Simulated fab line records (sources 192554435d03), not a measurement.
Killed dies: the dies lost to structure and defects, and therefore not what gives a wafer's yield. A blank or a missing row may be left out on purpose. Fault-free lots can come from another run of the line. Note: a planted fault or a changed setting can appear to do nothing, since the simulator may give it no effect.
fab line records	flow n5-finfet
[record] lots = 7	wafers = 21
route steps=1938 shown BEOL_M7@1273 BEOL_M11@1565 BEOL_M12@1648 BEOL_M13@1705 BEOL_M14@1770 BEOL_M15@1773 PASS1_DEP@1831 MIM_BOT@1833
start-h: hours from the record's opening day to when the first of the lot's shown wafers began	wait-h: hours from the lot's prior step to this one	" same as the row above	L1.1+2: a single row standing in for several wafers	- no value present, or no start provided	* or withheld: withheld	< > ~ a bound
route shown NAME@n: names a module that has steps shown in the file, with the first one's number in the route	usual: mean and standard deviation over wafers with no fault	same: alike in all rows	chamber/n: place in a boat	sites: each site's reading	_std_site: the values' standard deviation	_edge_site: outer sites' mean less inner sites'	radius-mm: for every site, how far away it sits from the centre of the wafer	mask NAME#n: copy n	behind: the tool/chamber that last shaped the wafer	hold: why the lot went on hold/how many hours it stayed there/how the hold came to an end	device: which transistor (n, p or np) failed to switch	end of line: the tests these same wafers got at the end of their route	a step with no rows: only its recipe	killed: dies that structure and defects cost at the first sort, which is not the same as the wafer's yield	map: the dies of a wafer, with x for killed, . for not killed, _ for no die there
set.NAME: the setting that was run; set.NAME@STEP: the one run at that earlier step	model.NAME: the simulator's own value behind a step, which no gauge read
lots where settings were altered on purpose, with a table for each step and a row for each wafer
[[steps]]
[step N5_BEOL_M7_EXPOSE_08]
[recipe] mask-id = M7	na = 1.35	source-shape = dipole	sigma-inner = 0.817	sigma-outer = 0.97	polarization = te	dose-mj = 68.25
lot.wafer	tool	chamber	start-h	wait-h	mask	set.dose-mj
L085.1	arfi-scanner-02	0	261.13	-	M7#0	71.56
L085.2+3	"	0	"	"	M7#0	68.25
L084.3+4+5	arfi-scanner-03	0	269.12	-	M7#0	68.25
L086.3+4+5	arfi-scanner-03	0	272.82	-	M7#0	68.25
L089.1+5+6	arfi-scanner-01	0	292.87	-	M7#0	68.25
L090.2+4+5	arfi-scanner-02	0	296.74	-	M7#0	68.25
L096.1+6	arfi-scanner-03	0	319.78	-	M7#0	68.25
L096.2	"	0	"	"	M7#0	70.09
L097.2+4	arfi-scanner-03	0	344.48	-	M7#0	64.32
L097.5	"	0	"	"	M7#0	68.25
[step N5_BEOL_M7_PEB_09]
[recipe] peb-temp-c = withheld	peb-time-s = 60	resist = CAR-ArF
[step N5_BEOL_M7_DEVELOP_10]
[recipe] develop-time-s = 30	developer = TMAH	resist = CAR-ArF	rinse-liquid = diw	dry = air-spin	dev-temp-c = 23
[step N5_BEOL_M7_DESCUM_16]
[recipe] chemistry = O2	time-s = 7.9	source-power-w = 50	bias-power-w = 20	pressure-mtorr = 20	rf-frequency-hz = 2.712e+07	temp-c = 40	resist = CAR-ArF	o2-flow-sccm = 225
[step N5_BEOL_M7_ETCH_61]
[recipe] chemistry = CF4	target = SiARC	target-depth-a = 455	mask-material = CAR-ArF	time-s = 75.8	ion-energy-ev = 80	pressure-mtorr = 40	source-w = 545	bias-w = 36	Ar_flow_sccm = 100	cf4-flow-sccm = 100	ends = cleared
lot.wafer	tool	chamber	start-h	wait-h	set.dose-mj@BEOL_M7_EXPOSE_08	model.BEOL_M7.cd-offset-nm
L085.1	rie-diel-02	0	261.38	0.0	71.56	2.2
L085.2	"	3	"	"	68.25	0.4
L085.3	"	2	"	"	68.25	-1.4
L084.3	rie-diel-02	0	269.36	0.0	68.25	0.8
L084.4	"	3	"	"	68.25	0.6
L084.5	"	2	"	"	68.25	0.4
L086.3	rie-diel-01	0	273.10	0.0	68.25	-0.2
L086.4	"	2	"	"	68.25	-0.4
L086.5	"	1	"	"	68.25	-0.6
L089.1+5	rie-diel-01	0,1	293.51	0.0	68.25	-0.8
L089.6	"	0	"	"	68.25	0.6
L090.2	rie-diel-02	1	297.22	0.0	68.25	-0.8
L090.4	"	3	"	"	68.25	-1.2
L090.5	"	1	"	"	68.25	-0.4
L096.1	rie-diel-01	1	320.03	0.0	68.25	-0.6
L096.2	"	2	"	"	70.09	1.4
L096.6	"	2	"	"	68.25	1
L097.2	rie-diel-03	2	344.73	0.0	64.32	-3.8
L097.4	"	3	"	"	64.32	-3.4
L097.5	"	1	"	"	68.25	0
[step N5_BEOL_M7_ETCH_62]
[recipe] chemistry = N2/H2	target = SOC	target-depth-a = 1100	overetch-a = 220	mask-material = SiARC	temp-c = 40	time-s = 165	ion-energy-ev = 200	pressure-mtorr = 30	source-w = 840	bias-w = 150	n2-flow-sccm = 200	h2-flow-sccm = 200
lot.wafer	tool	chamber	start-h	wait-h	set.dose-mj@BEOL_M7_EXPOSE_08	model.BEOL_M7.cd-offset-nm
L085.1	rie-diel-02	0	261.44	0.0	71.56	2.4
L085.2	"	3	"	"	68.25	0.2
L085.3	"	2	"	"	68.25	-1.6
L084.3	rie-diel-02	0	269.42	0.0	68.25	0.6
L084.4	"	3	"	"	68.25	0.4
L084.5	"	2	"	"	68.25	0
L086.3	rie-diel-01	0	273.16	0.0	68.25	-1
L086.4	"	2	"	"	68.25	-0.2
L086.5	"	1	"	"	68.25	-0.6
L089.1	rie-diel-01	0	293.56	0.0	68.25	-1.6
L089.5	"	1	"	"	68.25	-1
L089.6	"	0	"	"	68.25	-0.2
L090.2	rie-diel-02	1	297.28	0.0	68.25	-0.8
L090.4	"	3	"	"	68.25	-1.2
L090.5	"	1	"	"	68.25	-0.6
L096.1	rie-diel-01	1	320.08	0.0	68.25	-0.6
L096.2	"	2	"	"	70.09	1.6
L096.6	"	2	"	"	68.25	0.8
L097.2	rie-diel-03	2	344.79	0.0	64.32	-3.6
L097.4	"	3	"	"	64.32	-4
L097.5	"	1	"	"	68.25	0
[step N5_BEOL_M7_STRIP_68]
[recipe] chemistry = N2/H2	temp-c = 40	n2-flow-sccm = 200	h2-flow-sccm = 200	rf-frequency-hz = 6e+07
[step N5_BEOL_M7_STRIP_67]
[recipe] chemistry = CF4	resist = SiARC	power-w = 300	bias-power-w = 75	pressure-mtorr = 50	cf4-flow-sccm = 150	rf-frequency-hz = 6e+07
[step N5_BEOL_M7_HM_OPEN_17]
[recipe] chemistry = Cl2/BCl3	target-depth-a = 200	overetch-a = 60	target = TiN	mask-material = SOC	ion-energy-ev = 150	pressure-mtorr = 10	icp-w = 1000	bias-w = 126	Cl2_flow_sccm = 53.25	bcl3-flow-sccm = 21.75	Ar_flow_sccm = 25
lot.wafer	tool	chamber	start-h	wait-h	set.dose-mj@BEOL_M7_EXPOSE_08	model.BEOL_M7.cd-offset-nm
L085.1	rie-metal-01	1	261.63	0.0	71.56	2
L085.2	"	0	"	"	68.25	0.4
L085.3	"	0	"	"	68.25	-1.4
L084.3	rie-metal-02	0	269.64	0.1	68.25	0.6
L084.4	"	1	"	"	68.25	0.4
L084.5	"	0	"	"	68.25	0
L086.3	rie-metal-03	1	273.38	0.1	68.25	-0.6
L086.4	"	0	"	"	68.25	-0.2
L086.5	"	0	"	"	68.25	-0.8
L089.1	rie-metal-02	1	293.75	0.0	68.25	-1.6
L089.5	"	0	"	"	68.25	-1.2
L089.6	"	1	"	"	68.25	-0.2
L090.2	rie-metal-02	0	297.46	0.0	68.25	-1
L090.4	"	1	"	"	68.25	-1.2
L090.5	"	1	"	"	68.25	-0.4
L096.1	rie-metal-02	1	320.27	0.0	68.25	-0.6
L096.2	"	0	"	"	70.09	1.4
L096.6	"	0	"	"	68.25	0.6
L097.2	rie-metal-01	1	345.00	0.1	64.32	-3.8
L097.4	"	1	"	"	64.32	-4.2
L097.5	"	1	"	"	68.25	-0.2
[step N5_BEOL_M7_VIA_ETCH_34]
[recipe] chemistry = C4F6/O2	target = SiCOH_lowk	target-depth-a = 1255	mask-material = SOC	taper-deg = 4	time-s = 50.5	ion-energy-ev = 250	pressure-mtorr = 30	source-w = 345	bias-w = 185	Ar_flow_sccm = 300	C4F6_flow_sccm = 10	O2_flow_sccm = 10
lot.wafer	tool	chamber	start-h	wait-h	set.time-s	model.etch.depth-nm
L085.1	rie-diel-02	0	262.86	0.0	50.5	126.2
L085.2	"	2	"	"	56.18	134.1
L085.3	"	1	"	"	50.5	121.7
L084.3	rie-diel-02	2	271.97	0.0	50.5	122.2
L084.4	"	3	"	"	50.5	129.3
L084.5	"	1	"	"	50.5	123.6
L086.3	rie-diel-02	3	277.39	0.0	50.5	130.6
L086.4	"	1	"	"	50.5	123.5
L086.5	"	3	"	"	50.5	128.9
L089.1	rie-diel-01	2	295.66	0.0	45.48	109.7
L089.5	"	0	"	"	50.5	123.1
L089.6	"	3	"	"	50.5	127
L090.2	rie-diel-03	1	298.92	0.0	50.5	128.7
L090.4	"	3	"	"	50.5	119.8
L090.5	"	0	"	"	60.64	147.8
L096.1	rie-diel-01	2	323.50	0.0	50.5	122
L096.2	"	0	"	"	56.44	137.8
L096.6	"	2	"	"	50.5	120.9
L097.2	rie-diel-03	3	347.64	0.0	50.5	118.7
L097.4	"	1	"	"	50.5	128.2
L097.5	"	2	"	"	45.79	116.6
[step N5_BEOL_M7_TRENCH_ETCH_37]
[recipe] chemistry = C4F6/O2	target-depth-a = 934.78	target = SiCOH_lowk	time-s = 31.2	ion-energy-ev = 250	pressure-mtorr = 30	source-w = 345	bias-w = 185	Ar_flow_sccm = 300	C4F6_flow_sccm = 10	O2_flow_sccm = 10
[usual] rf-vpp-V = 663/16
lot.wafer	tool	chamber	start-h	wait-h	set.source-w	rf-vpp-V
L085.1	rie-diel-02	0	-	-	299.4	722
L085.2	"	2	"	"	345	661
L085.3	"	1	"	"	299.4	701
L084.3	rie-diel-02	2	-	-	345	661
L084.4	"	3	"	"	345	677
L084.5	"	1	"	"	345	652
L086.3	rie-diel-02	3	-	-	345	673
L086.4	"	1	"	"	345	651
L086.5	"	3	"	"	345	673
L089.1	rie-diel-01	2	-	-	345	667
L089.5	"	0	"	"	345	683
L089.6	"	3	"	"	345	646
L090.2	rie-diel-03	1	-	-	297.8	707
L090.4	"	3	"	"	345	639
L090.5	"	0	"	"	297.8	726
L096.1	rie-diel-01	2	-	-	345	665
L096.2	"	0	"	"	345	683
L096.6	"	2	"	"	399	619
L097.2	rie-diel-03	3	-	-	345	637
L097.4	"	1	"	"	345	655
L097.5	"	2	"	"	345	650
[step N5_BEOL_M11_EXPOSE_25]
[recipe] mask-id = V10	na = 1.35	source-shape = annular	sigma-inner = 0.5	sigma-outer = 0.8	polarization = unpolarized	dose-mj = 85.5
lot.wafer	tool	chamber	start-h	wait-h	mask	set.dose-mj
L085.1+2	arfi-scanner-03	0	295.30	-	V10#0	85.5
L085.3	"	0	"	"	V10#0	82.37
L084.3+4+5	arfi-scanner-01	0	310.92	-	V10#0	85.5
L086.3+4+5	arfi-scanner-02	0	311.09	-	V10#0	85.5
L089.1	arfi-scanner-03	0	331.84	-	V10#0	91.03
L089.5+6	"	0	"	"	V10#0	85.5
L090.2+4	arfi-scanner-03	0	332.52	-	V10#0	85.5
L090.5	"	0	"	"	V10#0	91.31
L096.1+2+6	arfi-scanner-01	0	360.14	-	V10#0	85.5
L097.2	arfi-scanner-01	0	383.62	-	V10#0	85.5
L097.4+5	"	0	"	"	V10#0	80.37
[step N5_BEOL_M11_PEB_26]
[recipe] peb-temp-c = withheld	peb-time-s = 60	resist = CAR-ArF
[step N5_BEOL_M11_DEVELOP_27]
[recipe] develop-time-s = 30	developer = TMAH	resist = CAR-ArF	rinse-liquid = diw	dry = air-spin	dev-temp-c = 23
[step N5_BEOL_M11_CD_MEAS_28]
[recipe] target-cd-nm = 70	landing-energy-ev = 500	detector = se-inlens	polarity = opening
[usual] cd-nm = 69.4/1.1
lot.wafer	tool	chamber	start-h	wait-h	set.dose-mj@BEOL_M11_EXPOSE_25	cd-nm
L085.1	cd-sem-01	0	295.44	-	85.5	67.5
L085.2	"	0	"	"	85.5	68.4
L085.3	"	0	"	"	82.37	65.8
L084.3	cd-sem-01	0	311.04	-	85.5	69.1
L084.4	"	0	"	"	85.5	71.4
L084.5	"	0	"	"	85.5	68.8
L086.3	cd-sem-03	0	311.21	-	85.5	70.9
L086.4	"	0	"	"	85.5	70.3
L086.5	"	0	"	"	85.5	71.2
L089.1	cd-sem-03	0	331.97	-	91.03	74.0
L089.5	"	0	"	"	85.5	68.9
L089.6	"	0	"	"	85.5	68.8
L090.2	cd-sem-03	0	332.64	-	85.5	69.7
L090.4	"	0	"	"	85.5	69.6
L090.5	"	0	"	"	91.31	75.4
L096.1	cd-sem-02	0	360.27	-	85.5	68.2
L096.2	"	0	"	"	85.5	69.2
L096.6	"	0	"	"	85.5	68.8
L097.2	cd-sem-01	0	383.75	-	85.5	68.0
L097.4	"	0	"	"	80.37	64.3
L097.5	"	0	"	"	80.37	64.0
[step N5_BEOL_M12_SPUTTER_43]
[recipe] material = TaN	target-thk-a = 150	temp-c = 50	bias-v = 168.6	power-w = 15000	chamber-pressure-pa = 0.12	time-s = 24.19
lot.wafer	tool	chamber	start-h	wait-h	set.time-s	model.TaN_of_BEOL_M12_SPUTTER_43.thk-nm
L085.1	pvd-sputter-02	-	309.98	0.0	27.03	17.2
L085.2	"	-	"	"	24.19	15.2
L085.3	"	-	"	"	27.03	17
L084.3	pvd-sputter-02	-	319.84	0.0	22.03	14
L084.4	"	-	"	"	24.19	14.8
L084.5	"	-	"	"	24.19	15
L086.3+5	pvd-sputter-03	-	320.13	0.0	24.19	14.8
L086.4	"	-	"	"	24.19	15.2
L089.1+5	pvd-sputter-03	-	340.71	0.0	24.19	15
L089.6	"	-	"	"	24.19	15.6
L090.2	pvd-sputter-03	-	341.59	0.0	24.19	15.2
L090.4	"	-	"	"	27.17	17.2
L090.5	"	-	"	"	24.19	15
L096.1	pvd-sputter-02	-	368.61	0.0	24.19	14.8
L096.2+6	"	-	"	"	22.65	14.4
L097.2+4	pvd-sputter-02	-	395.34	0.0	26.38	16.2
L097.5	"	-	"	"	24.19	15
[step N5_BEOL_M13_SPUTTER_43]
[recipe] material = TaN	target-thk-a = 150	temp-c = 50	bias-v = 168.6	power-w = 15000	chamber-pressure-pa = 0.12	time-s = 24.19
lot.wafer	tool	chamber	start-h	wait-h	set.time-s	model.TaN_of_BEOL_M13_SPUTTER_43.thk-nm
L085.1	pvd-sputter-02	-	314.90	0.0	24.19	15.2
L085.2	"	-	"	"	27.25	17.2
L085.3	"	-	"	"	27.25	17.4
L084.3	pvd-sputter-01	-	326.69	0.0	24.19	15.2
L084.4+5	"	-	"	"	24.19	15
L086.3	pvd-sputter-02	-	330.00	0.0	24.19	15.4
L086.4+5	"	-	"	"	24.19	15
L089.1	pvd-sputter-03	-	345.23	0.0	21.57	13.2
L089.5	"	-	"	"	21.57	12.8
L089.6	"	-	"	"	24.19	15.2
L090.2	pvd-sputter-01	-	348.73	0.0	26.3	16.2
L090.4	"	-	"	"	26.3	16
L090.5	"	-	"	"	24.19	14.6
L096.1	pvd-sputter-03	-	374.03	0.0	27.47	17
L096.2	"	-	"	"	24.19	15
L096.6	"	-	"	"	27.47	17.4
L097.2	pvd-sputter-03	-	400.95	0.0	27.45	17.2
L097.4	"	-	"	"	27.45	17.4
L097.5	"	-	"	"	27.45	17
[step N5_BEOL_M14_DEP_53]
[recipe] material = SiCN	target-thk-a = 500	temp-c = withheld	precursor = 3MS/NH3	pressure-torr = 3	rf-w = 675	time-s = 17.8
lot.wafer	tool	chamber	start-h	wait-h	set.time-s	model.SiCN_of_BEOL_M14_DEP_53.thk-nm
L085.1	pecvd-04	2	321.85	0.0	17.8	49.8
L085.2	"	0	"	"	20.43	56.4
L085.3	"	1	"	"	17.8	48.8
L084.3	pecvd-04	0	336.60	0.0	17.8	49.2
L084.4+5	"	0,2	"	"	17.8	49.8
L086.3	pecvd-03	1	337.40	0.0	17.8	49.2
L086.4	"	0	"	"	17.8	50.6
L086.5	"	1	"	"	17.8	50.4
L089.1	pecvd-03	1	351.08	0.0	17.8	49.8
L089.5	"	0	"	"	15.21	43.4
L089.6	"	1	"	"	17.8	50.4
L090.2	pecvd-04	2	353.95	0.0	19.07	53
L090.4	"	2	"	"	17.8	50.2
L090.5	"	1	"	"	17.8	49.4
L096.1	pecvd-03	1	385.55	0.0	17.8	49.6
L096.2	"	2	"	"	17.8	49.4
L096.6	"	1	"	"	17.8	50.2
L097.2	pecvd-01	0	406.82	0.0	15.16	42.4
L097.4	"	0	"	"	17.8	50
L097.5	"	2	"	"	17.8	49
[step N5_BEOL_M15_ILD_DEP_00]
[recipe] material = SiO2	target-thk-a = 16293	temp-c = 400	precursor = TEOS/O2	pressure-torr = 6.5	rf-w = 900	teos-flow-sccm = 161.4	gas = O2	flow-sccm = 2650	time-s = 346.1
lot.wafer	tool	chamber	start-h	wait-h	set.time-s	model.SiO2_of_BEOL_M15_ILD_DEP_00.thk-nm
L085.1	pecvd-03	0	321.98	0.0	346.1	1593
L085.2	"	1	"	"	361.3	1666
L085.3	"	2	"	"	361.3	1687
L084.3	pecvd-04	2	336.72	0.0	396.9	1831
L084.4	"	1	"	"	396.9	1855
L084.5	"	0	"	"	346.1	1643
L086.3	pecvd-02	2	337.53	0.0	346.1	1602
L086.4	"	0	"	"	346.1	1595
L086.5	"	1	"	"	346.1	1687
L089.1	pecvd-02	2	351.21	0.0	346.1	1607
L089.5	"	2	"	"	346.1	1629
L089.6	"	0	"	"	346.1	1594
L090.2	pecvd-04	1	354.08	0.0	314.3	1447
L090.4	"	0	"	"	346.1	1626
L090.5	"	1	"	"	314.3	1464
L096.1	pecvd-03	2	385.68	0.0	346.1	1628
L096.2	"	1	"	"	346.1	1648
L096.6	"	2	"	"	346.1	1650
L097.2	pecvd-03	1	406.95	0.0	397	1873
L097.4	"	0	"	"	346.1	1634
L097.5	"	2	"	"	397	1920
[step N5_BEOL_M15_THK_MEAS_01]
[recipe] reads = SiO2_of_BEOL_M15_ILD_DEP_00
[usual] M15_ILD_THK = 1629/26
lot.wafer	tool	chamber	start-h	wait-h	set.time-s@BEOL_M15_ILD_DEP_00	M15_ILD_THK[nm]
L085.1	film-metro-01	-	322.24	0.2	346.1	1594
L085.2	"	-	"	"	361.3	1665
L085.3	"	-	"	"	361.3	1685
L084.3	film-metro-01	-	336.98	0.1	396.9	1831
L084.4	"	-	"	"	396.9	1855
L084.5	"	-	"	"	346.1	1640
L086.3	film-metro-02	-	337.79	0.1	346.1	1601
L086.4	"	-	"	"	346.1	1596
L086.5	"	-	"	"	346.1	1686
L089.1	film-metro-02	-	351.46	0.1	346.1	1606
L089.5	"	-	"	"	346.1	1628
L089.6	"	-	"	"	346.1	1596
L090.2	film-metro-01	-	354.33	0.1	314.3	1446
L090.4	"	-	"	"	346.1	1627
L090.5	"	-	"	"	314.3	1464
L096.1	film-metro-01	-	385.92	0.1	346.1	1627
L096.2	"	-	"	"	346.1	1649
L096.6	"	-	"	"	346.1	1650
L097.2	film-metro-01	-	407.20	0.1	397	1872
L097.4	"	-	"	"	346.1	1634
L097.5	"	-	"	"	397	1919
[step N5_BEOL_M15_COAT_58]
[recipe] resist = BARC	temp-c = 205	time-s = 60	spin-rpm = 1500	resist-thk-nm = 89
[step N5_BEOL_M15_COAT_04]
[recipe] spin-rpm = 1704	resist-thk-nm = 800
[step N5_BEOL_M15_DESCUM_15]
[recipe] chemistry = O2	time-s = 7.9	source-power-w = 50	bias-power-w = 20	pressure-mtorr = 20	rf-frequency-hz = 2.712e+07	temp-c = 40	o2-flow-sccm = 225
[step N5_BEOL_M15_ETCH_59]
[recipe] chemistry = N2/H2	target = BARC	target-depth-a = 890	overetch-a = 267	time-s = 67.9	ion-energy-ev = 200	pressure-mtorr = 30	source-w = 840	bias-w = 150	n2-flow-sccm = 200	h2-flow-sccm = 200
[step N5_BEOL_M15_VIA_ETCH_16]
[recipe] chemistry = C4F8/O2/Ar	target = SiO2	he-inner-torr = 15	he-outer-torr = 30	target-depth-a = 17922	time-s = withheld	ion-energy-ev = 800	pressure-mtorr = 20	source-w = 1905	bias-w = 2040	Ar_flow_sccm = 400	C4F8_flow_sccm = 16	O2_flow_sccm = 12	ends = cleared
lot.wafer	tool	chamber	start-h	wait-h	set.time-s@BEOL_M15_ILD_DEP_00	model.etch.depth-nm	model.coat_of_BEOL_M15_COAT_04.thk-nm
L085.1	rie-diel-03	1	323.30	0.0	*	1593	347.6
L085.2	"	0	"	"	*	1666	315.6
L085.3	"	3	"	"	*	1687	319.8
L084.3	rie-diel-02	0	337.58	0.0	*	1831	290.6
L084.4	"	2	"	"	*	1855	284.8
L084.5	"	2	"	"	*	1643	333.8
L086.3	rie-diel-01	2	338.26	0.0	*	1602	331.4
L086.4	"	3	"	"	*	1595	338.6
L086.5	"	2	"	"	*	1687	308.8
L089.1	rie-diel-03	1	352.25	0.0	*	1607	345.4
L089.5	"	0	"	"	*	1629	329
L089.6	"	3	"	"	*	1594	341.4
L090.2	rie-diel-01	2	354.93	0.0	*	1447	369
L090.4	"	1	"	"	*	1626	347.4
L090.5	"	0	"	"	*	1464	363.8
L096.1	rie-diel-02	0	386.53	0.0	*	1628	340.6
L096.2	"	2	"	"	*	1648	335.4
L096.6	"	0	"	"	*	1650	333.6
L097.2	rie-diel-01	2	407.68	0.0	*	1873	268.8
L097.4	"	3	"	"	*	1634	330.6
L097.5	"	3	"	"	*	1920	260.6
[step N5_PASSIVATION_PECVD_00]
[recipe] material = SiO2	target-thk-a = 2000	temp-c = 400	precursor = SiH4/N2O	pressure-torr = 2.7	rf-w = 608	time-s = 11.2
lot.wafer	tool	chamber	start-h	wait-h	set.time-s	model.SiO2_of_PASSIVATION_PECVD_00.thk-nm
L085.1	pecvd-03	1	331.88	0.8	11.2	202
L085.2	"	2	"	"	11.2	193
L085.3	"	0	"	"	11.2	196.4
L084.3	pecvd-03	2	343.54	0.5	11.2	192.2
L084.4	"	2	"	"	11.2	195.8
L084.5	"	1	"	"	11.2	202.4
L086.3	pecvd-02	2	343.81	0.5	11.2	199.2
L086.4	"	0	"	"	11.2	202.6
L086.5	"	1	"	"	11.2	203.8
L089.1	pecvd-02	0	358.97	0.8	11.2	199
L089.5	"	0	"	"	12.03	215.4
L089.6	"	2	"	"	11.2	197.4
L090.2	pecvd-02	1	362.95	0.7	11.2	198.6
L090.4	"	0	"	"	12.81	230.8
L090.5	"	1	"	"	12.81	232.2
L096.1	pecvd-03	0	392.54	0.8	12.15	217.2
L096.2	"	2	"	"	11.2	198.4
L096.6	"	1	"	"	11.2	201.6
L097.2	pecvd-02	0	414.32	0.7	11.2	199.8
L097.4	"	1	"	"	11.2	201.2
L097.5	"	2	"	"	12.7	229.2
[step N5_MIM_BOT_SPUTTER_00]
[recipe] material = TiN	target-thk-a = 350	temp-c = 200	power-w = 3000	chamber-pressure-pa = 0.49996	gas = Ar	reactive-partial-pa = 0.37997	time-s = 89.7
lot.wafer	tool	chamber	start-h	wait-h	set.time-s	model.TiN_of_MIM_BOT_SPUTTER_00.thk-nm
L085.1	pvd-sputter-03	-	333.25	0.0	89.7	35.2
L085.2	"	-	"	"	89.7	35
L085.3	"	-	"	"	89.7	34.8
L084.3	pvd-sputter-02	-	344.28	0.0	89.7	34.8
L084.4	"	-	"	"	89.7	35.2
L084.5	"	-	"	"	89.7	35.4
L086.3	pvd-sputter-02	-	344.40	0.0	89.7	35.2
L086.4	"	-	"	"	89.7	34.6
L086.5	"	-	"	"	89.7	35
L089.1+5+6	pvd-sputter-01	-	360.13	0.0	78.13	30.6
L090.2+4	pvd-sputter-03	-	364.62	0.0	89.7	35.4
L090.5	"	-	"	"	93.13	36.6
L096.1+2+6	pvd-sputter-01	-	393.62	0.0	89.7	35.4
L097.2	pvd-sputter-02	-	414.42	0.0	89.7	35.4
L097.4	"	-	"	"	89.7	35
L097.5	"	-	"	"	79.21	30.8
[[key]]
[split] step = N5_BEOL_M7_EXPOSE_08	setting = dose-mj	stated = 68.25	by = wafer
[response] step = N5_BEOL_M7_ETCH_61	reading = model.BEOL_M7.cd-offset-nm	change = +0.58	per = 1%	r = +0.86
[response] step = N5_BEOL_M7_ETCH_62	reading = model.BEOL_M7.cd-offset-nm	change = +0.641	per = 1%	r = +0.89
[response] step = N5_BEOL_M7_HM_OPEN_17	reading = model.BEOL_M7.cd-offset-nm	change = +0.591	per = 1%	r = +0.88
[split] step = N5_BEOL_M7_VIA_ETCH_34	setting = time-s	stated = 50.5	by = wafer
[response] step = N5_BEOL_M7_VIA_ETCH_34	reading = model.etch.depth-nm	change = +1.17	per = 1%	r = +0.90
[split] step = N5_BEOL_M7_TRENCH_ETCH_37	setting = source-w	stated = 345	by = wafer
[response] step = N5_BEOL_M7_TRENCH_ETCH_37	reading = rf-vpp-V	change = -4.26	per = 1%	r = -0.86
[split] step = N5_BEOL_M11_EXPOSE_25	setting = dose-mj	stated = 85.5	by = wafer
[response] step = N5_BEOL_M11_CD_MEAS_28	reading = cd-nm	change = +0.746	per = 1%	r = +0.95
[split] step = N5_BEOL_M12_SPUTTER_43	setting = time-s	stated = 24.19	by = wafer
[response] step = N5_BEOL_M12_SPUTTER_43	reading = model.TaN_of_BEOL_M12_SPUTTER_43.thk-nm	change = +0.142	per = 1%	r = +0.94
[split] step = N5_BEOL_M13_SPUTTER_43	setting = time-s	stated = 24.19	by = wafer
[response] step = N5_BEOL_M13_SPUTTER_43	reading = model.TaN_of_BEOL_M13_SPUTTER_43.thk-nm	change = +0.174	per = 1%	r = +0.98
[split] step = N5_BEOL_M14_DEP_53	setting = time-s	stated = 17.8	by = wafer
[response] step = N5_BEOL_M14_DEP_53	reading = model.SiCN_of_BEOL_M14_DEP_53.thk-nm	change = +0.472	per = 1%	r = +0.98
[split] step = N5_BEOL_M15_ILD_DEP_00	setting = time-s	stated = 346.1	by = wafer
[response] step = N5_BEOL_M15_ILD_DEP_00	reading = model.SiO2_of_BEOL_M15_ILD_DEP_00.thk-nm	change = +16.3	per = 1%	r = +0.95
[response] step = N5_BEOL_M15_THK_MEAS_01	reading = M15_ILD_THK	change = +16.3	per = 1%	r = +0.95
[response] step = N5_BEOL_M15_VIA_ETCH_16	reading = model.etch.depth-nm	change = +16.3	per = 1%	r = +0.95
[response] step = N5_BEOL_M15_VIA_ETCH_16	reading = model.coat_of_BEOL_M15_COAT_04.thk-nm	change = -3.65	per = 1%	r = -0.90
[split] step = N5_PASSIVATION_PECVD_00	setting = time-s	stated = 11.2	by = wafer
[response] step = N5_PASSIVATION_PECVD_00	reading = model.SiO2_of_PASSIVATION_PECVD_00.thk-nm	change = +2.2	per = 1%	r = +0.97
[split] step = N5_MIM_BOT_SPUTTER_00	setting = time-s	stated = 89.7	by = wafer
[response] step = N5_MIM_BOT_SPUTTER_00	reading = model.TiN_of_MIM_BOT_SPUTTER_00.thk-nm	change = +0.37	per = 1%	r = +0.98
